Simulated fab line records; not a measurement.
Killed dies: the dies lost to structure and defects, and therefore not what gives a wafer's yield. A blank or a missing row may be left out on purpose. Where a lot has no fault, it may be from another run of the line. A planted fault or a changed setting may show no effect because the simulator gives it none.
A struck lot beside a sound one | flow nand-harc | 15 out of 1302 route steps
Sound: wafers L284.2, L284.3, L284.5. The struck wafers were L287.1, L287.5, L287.6. Last of all comes the cause.
Each step with rows lists, per side, the tool, then ch with its chambers, then its first start. Under that, the readings that differ: sound wafers | struck wafers | difference of the means | sigmas: that difference in standard deviations of wafers without a fault.
alike: same words and numbers on both sides, and readings whose means sit less than 2 such deviations apart. not compared: any withheld reading, any reading some wafer has no value for, any bound like >300 that may hide the same value, and any number with overlapping values for which the record gives no deviation.
A row with sigmas, a row that says differs or no value, or rows on one side alone: a step with any of these is where the two part. Numbers that don't overlap but have no deviation are shown without sigmas and don't part them. Lack of a reading on every wafer of one side parts them only where that side has two or more wafers.

first, 2 steps without rows for these wafers: NHARC_P_GATE_DESCUM_93 (chemistry O2, time 3 s); NHARC_P_GATE_IMPLANT_94.
NHARC_P_GATE_STRIP_113: strips in N2/H2, time 740 s.
  sound on plasma-asher-02 ch 0,1, day 5 15:17; struck on plasma-asher-02 ch 0,1, day 7 05:37
  alike: drypump-motor-current-A, heater-power-w, temp-c
  not compared: rf-hours-counter-h
NHARC_P_GATE_STRIP_95: strips in O2.
  sound on plasma-asher-02 ch 0,1, day 5 16:00; struck on plasma-asher-02 ch 0,1, day 7 06:14
  alike: drypump-motor-current-A, heater-power-w, temp-c
  not compared: rf-hours-counter-h
then, 1 step without rows for these wafers: NHARC_P_GATE_STRIP_96 (strips in SPM, time 900 s).
NHARC_P_GATE_RTA_64: time 1 s.
  sound on rtp-anneal-01 ch 0, day 5 16:35; struck on rtp-anneal-02 ch 0, day 7 06:48
  reading             | sound          | struck         | difference | sigmas
  lamp-power-pct (%)  | 39.9 39.8 39.9 | 34.2 34.3 34.2 | -5.6       | -2
  lamp_zone_7_pct (%) | 40.4 40.4 40.3 | 34.7 34.7 34.7 | -5.7       | -2
  alike: wafer_temp_C_max
then, 5 steps without rows for these wafers: NHARC_P_GATE_ETCH_77 (etches SiO2 in dHF, target depth 6 nm); NHARC_P_GATE_DEGAS_109 (time 60 s); NHARC_P_GATE_PRE_CLEAN_110 (time 30 s); NHARC_P_GATE_SPUTTER_78 (material Ni, target thk 10 nm); NHARC_P_GATE_SPUTTER_79 (material TiN, target thk 10 nm).
NHARC_P_GATE_RTA_80: time 30 s.
  sound on rtp-anneal-01 ch 0, day 5 17:16; struck on rtp-anneal-02 ch 0, day 7 07:25
  reading             | sound          | struck         | difference | sigmas
  lamp-power-pct (%)  | 2.38 2.38 2.38 | 2.04 2.04 2.04 | -0.34      | -2
  lamp_zone_7_pct (%) | 2.50 2.50 2.49 | 2.14 2.14 2.14 | -0.36      | -2
  alike: wafer_temp_C_max
NHARC_P_GATE_STRIP_67: strips in SPM, time 600 s.
  sound on wet-bench-04 ch 0,6,7, day 5 17:27; struck on wet-bench-02 ch 1,3,4, day 7 07:37
  reading               | sound                | struck               | difference | sigmas
  bath-guard-temp-C (C) | 130.4 130.3 129.9    | 123.9 125.1 124.6    | -5.7       | -12
  temp-c (C)            | 129.99 130.31 130.06 | 124.36 124.16 124.16 | -5.89      | -39
NHARC_P_GATE_RTA_82: time 30 s.
  sound on rtp-anneal-01 ch 0, day 5 17:44; struck on rtp-anneal-02 ch 0, day 7 07:53
  reading             | sound       | struck      | difference | sigmas
  lamp-power-pct (%)  | 4.7 4.7 4.7 | 4.0 4.0 4.0 | -0.7       | -2
  lamp_zone_7_pct (%) | 4.9 4.9 4.9 | 4.2 4.2 4.2 | -0.7       | -2
  alike: wafer_temp_C_max
-- the record jumps here: 19 days lie between the struck wafers' starts before and after (it left off in module P_GATE and takes up again in module END, whose first step shown is number 1302 of the route) --
NHARC_END_SORT_01:
  sound on prober-01 ch 0, day 25 01:05; struck on prober-01 ch 0, day 26 17:08
  alike: killed-at-array, killed-at-other, killed-at-periphery, killed-dies, killed-open, killed-short

== WHERE THEY PART ==
Last at NHARC_P_GATE_RTA_82 as far as this record goes, first at NHARC_P_GATE_RTA_64. Later steps at which nothing parts them and some readings are alike: NHARC_END_SORT_01.

WHY: what the simulator had put in
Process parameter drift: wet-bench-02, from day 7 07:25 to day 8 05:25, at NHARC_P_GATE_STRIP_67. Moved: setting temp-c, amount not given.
